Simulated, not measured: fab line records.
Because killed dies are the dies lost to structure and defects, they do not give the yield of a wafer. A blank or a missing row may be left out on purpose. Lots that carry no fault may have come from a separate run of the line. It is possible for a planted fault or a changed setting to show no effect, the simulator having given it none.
Chamber matching ; flow n5-finfet ; pecvd-04 running N5_BEOL_M0_DEP_125: 3 sister chambers
The step deposits SiCN from 3MS/NH3, target thk 8 nm, time 14 s. 6 wafers are shown with their chamber, then 7 later ones without.

EACH WAFER AND ITS CHAMBER
wafer;chamber;throttle-valve-pct (%);showerhead-plenum-p-Torr (Torr)
L312.6;1;10.0;3.669
L314.5;1;9.8;3.664
L321.3;2;9.1;3.676
L321.5;0;8.8;3.674
L322.3;0;8.6;3.664
L322.4;2;8.8;3.684

WAFERS WHOSE CHAMBER IS MISSING
wafer;throttle-valve-pct (%);showerhead-plenum-p-Torr (Torr)
L322.6;8.6;3.664
L324.2;10.2;3.672
L324.5;8.8;3.671
L324.6;9.9;3.669
L328.1;8.8;3.689
L328.3;9.9;3.673
L328.4;8.7;3.661

THE CHAMBER EACH PASSED THROUGH
wafer;from the rows above;in truth
L322.6;0;0
L324.2;1;1
L324.5;can't be placed: 0 or 2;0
L324.6;1;1
L328.1;can't be placed: 2 or 0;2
L328.3;1;1
L328.4;0;0
Correct placement for 5 of the 7. Can't be placed from these rows: 2 (the true chamber is among the candidates in 2). 0 placed wrongly.
How it was worked out, from the rows above alone: a wafer's distance from a chamber is the root of the sum, over the readings, of the square of ((its reading less the chamber's mean) divided by the reading's scatter). If the next closest chamber is less than 2 further off than the closest, the wafer can't be placed; otherwise it belongs to the closest. The mean given for a chamber averages the wafers shown for that chamber. The scatter: take each reading less its chamber's mean, square it, sum over the shown wafers, divide by the number of wafers less the number of chambers, and take the root.
